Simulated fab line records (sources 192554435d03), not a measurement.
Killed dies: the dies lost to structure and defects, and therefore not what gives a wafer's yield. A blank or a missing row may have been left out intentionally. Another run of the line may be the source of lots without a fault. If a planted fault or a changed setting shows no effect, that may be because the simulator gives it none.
Which tool is to blame?	flow n5Finfet	72 wafers from 24 lots sampled at 6 of the route's 1938 steps

== WHAT EACH GAUGE READ, for each wafer ==
N5_PMOS_HMC_CHANNEL_EPI_INSPECT_11: inspects for defects (macro).
lot	measured	on	rawDefectCount
L074	day 1 17:13	defectInspect-02	1 1 1
L075	day 1 23:53	defectInspect-01	0 1 3
L076	day 2 05:23	defectInspect-01	4 2 2
L077	day 2 11:24	defectInspect-02	3 1 5
L078	day 2 18:07	defectInspect-01	4 0 1
L079	day 2 23:29	defectInspect-01	1 3 2
L080	day 3 05:07	defectInspect-01	1 1 3
L081	day 3 11:47	defectInspect-02	0 1 1
L082	day 3 17:10	defectInspect-01	2 2 2
L083	day 4 00:05	defectInspect-01	1 1 0
L084	day 4 05:24	defectInspect-02	1 1 1
L085	day 4 11:52	defectInspect-01	0 0 1
L086	day 4 16:56	defectInspect-01	1 2 3
L087	day 4 23:42	defectInspect-01	3 3 2
L088	day 5 05:41	defectInspect-02	4 1 5
L089	day 5 11:53	defectInspect-01	3 0 4
L090	day 5 17:40	defectInspect-01	1 2 1
L091	day 5 23:40	defectInspect-01	0 0 1
L092	day 6 04:58	defectInspect-02	2 5 4
L093	day 6 11:16	defectInspect-02	3 1 3
L094	day 6 16:58	defectInspect-02	1 2 1
L095	day 6 23:49	defectInspect-02	1 2 5
L096	day 7 05:10	defectInspect-01	1 2 2
L097	day 7 11:28	defectInspect-01	4 4 0

N5_STI_FIN_REVEAL_CD_MEAS_22: target cd 6.238 nm, pitch 28 nm.
lot	measured	on	cdNm (nm)
L074	day 2 12:26	cdSem-03	6.26 6.33 5.92
L075	day 2 19:30	cdSem-03	6.12 5.79 6.45
L076	day 3 02:10	cdSem-02	6.23 6.11 6.33
L077	day 3 07:47	cdSem-01	6.58 6.18 5.92
L078	day 3 16:09	cdSem-01	6.34 6.43 6.43
L079	day 3 19:02	cdSem-03	5.85 6.48 6.54
L080	day 4 00:48	cdSem-03	5.89 6.21 5.87
L081	day 4 06:53	cdSem-03	6.42 6.18 6.56
L082	day 4 12:23	cdSem-02	5.95 6.43 6.75
L083	day 4 19:10	cdSem-01	5.89 6.36 5.96
L084	day 5 00:38	cdSem-03	6.22 6.54 6.13
L085	day 5 07:37	cdSem-01	6.44 6.73 6.11
L086	day 5 12:31	cdSem-03	6.48 6.13 6.29
L087	day 5 20:08	cdSem-03	6.09 6.32 6.10
L088	day 6 02:10	cdSem-03	6.62 6.31 6.31
L089	day 6 07:02	cdSem-01	6.42 5.92 5.84
L090	day 6 15:15	cdSem-03	6.07 6.45 6.06
L091	day 6 18:54	cdSem-01	6.21 6.27 6.21
L092	day 6 23:31	cdSem-01	6.76 6.64 6.46
L093	day 7 06:34	cdSem-02	6.44 6.01 6.50
L094	day 7 12:55	cdSem-01	6.26 6.25 6.12
L095	day 7 19:08	cdSem-02	6.14 6.20 6.46
L096	day 8 00:24	cdSem-02	6.48 6.46 6.00
L097	day 8 11:06	cdSem-02	6.15 6.37 6.38

== WHAT TOOL EACH LOT RAN ON (gives the tool, then ch and the chambers of the sampled wafers, and finally the start) ==
lot	N5_PMOS_HMC_CHANNEL_EPI_HM_OPEN_15	N5_FIN_SAQP_RECESS_63	N5_FIN_CUT_ETCH_21	N5_STI_FIN_REVEAL_CMP_04
L074	rieDiel-04 ch 0,1,3, day 1 17:20	vaporEtch-01 ch 0,1, day 2 00:07	rieDiel-04 ch 1,2, day 2 02:49	cmp-02 ch 0,1,2, day 2 08:52
L075	rieDiel-04 ch 0,1,2, day 2 00:00	vaporEtch-01 ch 0,1, day 2 07:08	rieDiel-03 ch 1,3, day 2 09:26	cmp-02 ch 0,2, day 2 16:03
L076	rieDiel-01 ch 2,3, day 2 05:29	vaporEtch-02 ch 1, day 2 12:42	rieDiel-03 ch 0,3, day 2 15:16	cmp-02 ch 0,3, day 2 22:06
L077	rieDiel-01 ch 0,1,2, day 2 11:31	vaporEtch-01 ch 0,1, day 2 18:56	rieDiel-04 ch 0,1,2, day 2 21:47	cmp-04 ch 1,2,3, day 3 03:46
L078	rieDiel-04 ch 0,3, day 2 18:13	vaporEtch-02 ch 0,1, day 3 03:25	rieDiel-01 ch 0,3, day 3 06:37	cmp-04 ch 0,1,2, day 3 12:42
L079	rieDiel-01 ch 0,1, day 2 23:35	vaporEtch-02 ch 0,1, day 3 07:10	rieDiel-01 ch 0,3, day 3 09:29	cmp-02 ch 0,2,3, day 3 15:32
L080	rieDiel-03 ch 1,3, day 3 05:31	vaporEtch-01 ch 0,1, day 3 12:35	rieDiel-04 ch 1,3, day 3 15:08	cmp-04 ch 0,2,3, day 3 21:17
L081	rieDiel-04 ch 0,1,2, day 3 11:57	vaporEtch-02 ch 0,1, day 3 18:53	rieDiel-03 ch 0,2, day 3 21:24	cmp-01 ch 0,3, day 4 03:20
L082	rieDiel-03 ch 1,2,3, day 3 17:28	vaporEtch-02 ch 0, day 4 00:26	rieDiel-04 ch 0,1,2, day 4 02:51	cmp-04 ch 0,1,2, day 4 08:50
L083	rieDiel-01 ch 2,3, day 4 00:12	vaporEtch-01 ch 0,1, day 4 06:53	rieDiel-04 ch 0,3, day 4 09:26	cmp-02 ch 0,2,3, day 4 15:31
L084	rieDiel-04 ch 0,2,3, day 4 05:31	vaporEtch-02 ch 0,1, day 4 12:14	rieDiel-01 ch 0,3, day 4 14:44	cmp-02 ch 1,2,3, day 4 21:10
L085	rieDiel-03 ch 0,1,3, day 4 12:07	vaporEtch-02 ch 0,1, day 4 18:53	rieDiel-04 ch 1,2, day 4 21:29	cmp-01 ch 0,1,3, day 5 04:11
L086	rieDiel-03 ch 0,1,2, day 4 17:02	vaporEtch-02 ch 0,1, day 4 23:46	rieDiel-01 ch 0,1,2, day 5 02:23	cmp-01 ch 2,3, day 5 08:49
L087	rieDiel-03 ch 0,2,3, day 4 23:49	vaporEtch-02 ch 0, day 5 07:20	rieDiel-03 ch 1,2,3, day 5 10:39	cmp-02 ch 0,1, day 5 16:38
L088	rieDiel-01 ch 0,1, day 5 05:47	vaporEtch-02 ch 0,1, day 5 13:37	rieDiel-01 ch 1,2, day 5 16:13	cmp-01 ch 0,1,3, day 5 22:28
L089	rieDiel-03 ch 1,2, day 5 11:59	vaporEtch-01 ch 0,1, day 5 18:48	rieDiel-03 ch 1,2, day 5 21:25	cmp-02 ch 2,3, day 6 03:23
L090	rieDiel-03 ch 0,2,3, day 5 17:46	vaporEtch-01 ch 0,1, day 6 00:51	rieDiel-03 ch 0,2, day 6 04:13	cmp-04 ch 0,2,3, day 6 10:13
L091	rieDiel-03 ch 0,1,2, day 5 23:46	vaporEtch-01 ch 0,1, day 6 06:38	rieDiel-03 ch 0,1,2, day 6 09:26	cmp-04 ch 0,1,2, day 6 15:31
L092	rieDiel-01 ch 1,2, day 6 05:04	vaporEtch-02 ch 0,1, day 6 11:38	rieDiel-01 ch 2,3, day 6 13:54	cmp-01 ch 0,3, day 6 19:53
L093	rieDiel-01 ch 0,1, day 6 11:22	vaporEtch-02 ch 0,1, day 6 17:58	rieDiel-04 ch 0,3, day 6 20:41	cmp-04 ch 0,1, day 7 02:38
L094	rieDiel-03 ch 1,3, day 6 17:28	vaporEtch-02 ch 0,1, day 7 00:40	rieDiel-01 ch 2,3, day 7 03:22	cmp-01 ch 0,1,2, day 7 09:29
L095	rieDiel-01 ch 1,2,3, day 6 23:56	vaporEtch-01 ch 0,1, day 7 06:51	rieDiel-03 ch 0,1, day 7 09:43	cmp-01 ch 0,2,3, day 7 15:40
L096	rieDiel-01 ch 2,3, day 7 05:16	vaporEtch-01 ch 0,1, day 7 11:56	rieDiel-04 ch 0,1,2, day 7 14:34	cmp-04 ch 1,2,3, day 7 20:50
L097	rieDiel-03 ch 0,3, day 7 11:35	vaporEtch-02 ch 0,1, day 7 18:01	rieDiel-01 ch 0,1,2, day 8 01:19	cmp-02 ch 1,2,3, day 8 07:41
- N5_PMOS_HMC_CHANNEL_EPI_HM_OPEN_15: chemistry CHF3/O2, target SiO2, target depth 40.6 nm, time 20.3 s.
- N5_FIN_SAQP_RECESS_63: chemistry HF/NH3, target SiO2, target depth 18 nm, afs cycles 3, sublimation time 60 s.
- N5_FIN_CUT_ETCH_21: etches SOC in N2/H2, target depth 219 nm, overetch 43.8 nm, time 523.5 s.
- N5_STI_FIN_REVEAL_CMP_04: polishes, stops on Si3N4, t overpolish 4 s, target thk 131.83 nm.

== AS READ BY THE TOOLS THEMSELVES (means over the sampled wafers that have a number; for cases with no such wafer, the mark the record gives instead) ==
N5_PMOS_HMC_CHANNEL_EPI_HM_OPEN_15.
lot	tool	drypumpMotorCurrentA (A)	oesProductAu (a.u.)	rfVppV (V)	showerheadPlenumPTorr (Torr)	throttleValvePct (%)
L074	rieDiel-04	5.5	0.75	518	2.31	18.79
L075	rieDiel-04	5.9	0.83	523	2.36	18.69
L076	rieDiel-01	5.5	0.81	533	2.47	18.69
L077	rieDiel-01	5.3	0.82	519	2.37	18.77
L078	rieDiel-04	5.6	0.72	521	2.35	18.95
L079	rieDiel-01	5.3	0.78	514	2.39	18.86
L080	rieDiel-03	5.9	0.71	516	2.43	19.07
L081	rieDiel-04	5.9	0.82	522	2.36	18.71
L082	rieDiel-03	5.7	0.70	528	2.45	19.02
L083	rieDiel-01	5.5	0.79	533	2.47	18.71
L084	rieDiel-04	5.7	0.79	522	2.39	18.75
L085	rieDiel-03	6.0	0.70	518	2.42	18.95
L086	rieDiel-03	5.8	0.70	531	2.44	18.90
L087	rieDiel-03	5.6	0.68	523	2.41	18.83
L088	rieDiel-01	5.3	0.76	515	2.39	18.89
L089	rieDiel-03	5.9	0.70	535	2.47	19.11
L090	rieDiel-03	5.6	0.69	523	2.41	18.83
L091	rieDiel-03	5.8	0.69	531	2.43	18.92
L092	rieDiel-01	5.6	0.85	515	2.35	18.66
L093	rieDiel-01	5.5	0.81	512	2.37	18.76
L094	rieDiel-03	6.1	0.70	525	2.45	19.19
L095	rieDiel-01	5.5	0.81	524	2.40	18.71
L096	rieDiel-01	5.3	0.78	531	2.39	18.76
L097	rieDiel-03	6.0	0.68	513	2.37	18.78

N5_FIN_SAQP_RECESS_63.
lot	tool	drypumpMotorCurrentA (A)	forelinePTorr (Torr)	tempC (C)
L074	vaporEtch-01	5.4	0.1281	29.98
L075	vaporEtch-01	5.4	0.1281	30.05
L076	vaporEtch-02	6.2	0.1277	29.94
L077	vaporEtch-01	5.4	0.1278	30.03
L078	vaporEtch-02	5.6	0.1279	30.14
L079	vaporEtch-02	5.6	0.1276	29.96
L080	vaporEtch-01	5.4	0.1280	29.96
L081	vaporEtch-02	5.6	0.1273	29.87
L082	vaporEtch-02	5.3	0.1274	30.03
L083	vaporEtch-01	5.4	0.1278	29.89
L084	vaporEtch-02	5.6	0.1278	30.00
L085	vaporEtch-02	5.9	0.1280	30.02
L086	vaporEtch-02	5.6	0.1277	29.96
L087	vaporEtch-02	5.3	0.1283	30.00
L088	vaporEtch-02	5.6	0.1283	29.98
L089	vaporEtch-01	5.4	0.1281	29.97
L090	vaporEtch-01	5.4	0.1279	30.07
L091	vaporEtch-01	5.4	0.1282	30.04
L092	vaporEtch-02	5.6	0.1277	30.08
L093	vaporEtch-02	5.6	0.1282	30.04
L094	vaporEtch-02	5.9	0.1283	30.00
L095	vaporEtch-01	5.4	0.1281	29.97
L096	vaporEtch-01	5.4	0.1279	29.90
L097	vaporEtch-02	5.6	0.1281	29.98

N5_FIN_CUT_ETCH_21.
lot	tool	drypumpMotorCurrentA (A)	oesProductAu (a.u.)	rfVppV (V)	showerheadPlenumPTorr (Torr)	tempC (C)	throttleValvePct (%)
L074	rieDiel-04	6.0	0.84	241.1	2.52	39.91	17.31
L075	rieDiel-03	5.9	0.66	240.6	2.57	39.92	18.04
L076	rieDiel-03	5.8	0.65	240.2	2.53	39.98	17.83
L077	rieDiel-04	5.9	0.76	239.9	2.49	40.05	17.61
L078	rieDiel-01	5.2	0.68	241.1	2.58	39.98	17.86
L079	rieDiel-01	5.4	0.71	241.4	2.63	40.01	17.76
L080	rieDiel-04	5.4	0.68	240.3	2.40	39.89	17.55
L081	rieDiel-03	5.7	0.65	240.9	2.55	39.98	17.60
L082	rieDiel-04	5.9	0.74	239.5	2.49	39.99	17.63
L083	rieDiel-04	5.4	0.66	239.8	2.46	39.93	17.77
L084	rieDiel-01	5.4	0.70	242.0	2.62	39.87	17.77
L085	rieDiel-04	5.9	0.76	239.2	2.42	39.96	17.40
L086	rieDiel-01	5.3	0.73	240.4	2.49	40.07	17.72
L087	rieDiel-03	5.7	0.64	241.0	2.59	39.81	18.01
L088	rieDiel-01	5.6	0.79	239.3	2.48	39.88	17.58
L089	rieDiel-03	5.4	0.65	242.0	2.62	39.97	17.95
L090	rieDiel-03	5.7	0.64	240.6	2.54	39.97	17.64
L091	rieDiel-03	5.8	0.64	241.5	2.58	40.03	17.86
L092	rieDiel-01	5.5	0.72	241.5	2.60	39.94	17.67
L093	rieDiel-04	5.4	0.64	239.7	2.45	40.08	17.81
L094	rieDiel-01	5.5	0.72	241.7	2.59	39.96	17.68
L095	rieDiel-03	6.2	0.64	241.2	2.57	40.02	18.00
L096	rieDiel-04	5.9	0.72	240.0	2.48	39.98	17.66
L097	rieDiel-01	5.3	0.80	240.3	2.48	39.99	17.59

N5_STI_FIN_REVEAL_CMP_04.
lot	tool	motorCurrentA (A)	overpolishRunS (s)	retainingRingPressureFrac	slurryFilterDpKPa (kPa)	timeToEndpointS (s)
L074	cmp-02	8.4	4.002	1.004	13.53	102
L075	cmp-02	7.7	4.007	0.999	13.41	96
L076	cmp-02	8.4	4.004	0.996	13.64	102
L077	cmp-04	7.6	4.003	1.000	13.45	111
L078	cmp-04	7.9	3.992	0.994	13.57	109
L079	cmp-02	8.0	4.001	1.000	13.44	102
L080	cmp-04	7.8	4.000	1.004	13.42	113
L081	cmp-01	8.0	4.001	0.995	13.56	101
L082	cmp-04	8.0	4.009	0.998	13.56	109
L083	cmp-02	7.7	4.003	1.001	13.49	105
L084	cmp-02	8.4	4.008	1.005	13.41	106
L085	cmp-01	7.9	3.999	1.001	13.63	108
L086	cmp-01	9.0	4.002	0.999	13.62	107
L087	cmp-02	8.0	3.994	1.001	13.37	101
L088	cmp-01	7.9	4.002	1.000	13.43	104
L089	cmp-02	7.7	3.993	1.009	13.35	105
L090	cmp-04	7.9	4.008	1.007	13.22	105
L091	cmp-04	7.7	3.998	1.003	13.51	100
L092	cmp-01	7.9	3.991	1.000	13.55	110
L093	cmp-04	7.8	3.991	0.997	13.57	101
L094	cmp-01	7.4	4.005	0.999	13.53	106
L095	cmp-01	8.0	4.001	0.998	13.56	111
L096	cmp-04	7.6	4.004	0.997	13.62	95
L097	cmp-02	8.3	4.003	0.997	13.44	102

== THE ANSWER, worked out from the rows above alone ==
Rule: the usual values come from the lots themselves. The widest of any qualifying gaps counts: lots, ordered by their means at a reading, are off when they make up no more than a third of the lots, leave a main group of 4 or more, and stand apart from it by 3 or more times the standard deviation of that group's means. The tables above print the reading to a certain number of digits; a main group whose means all agree to those digits is not used. A lot without any number at a reading at which 4 lots or more have one is off too. Any other lot the step has rows for is counted as sound. After the gauges, taken in route order, come the tools' own readings; for these a lot's mean is taken, as printed above. The first step at which some lot is off is used, and at that step the reading that is off furthest; a lot without a number counts as furthest.
Across all readings shown, no lot is off: no conclusion can be drawn from this.

== WHAT THE SIMULATOR PUT IN ==
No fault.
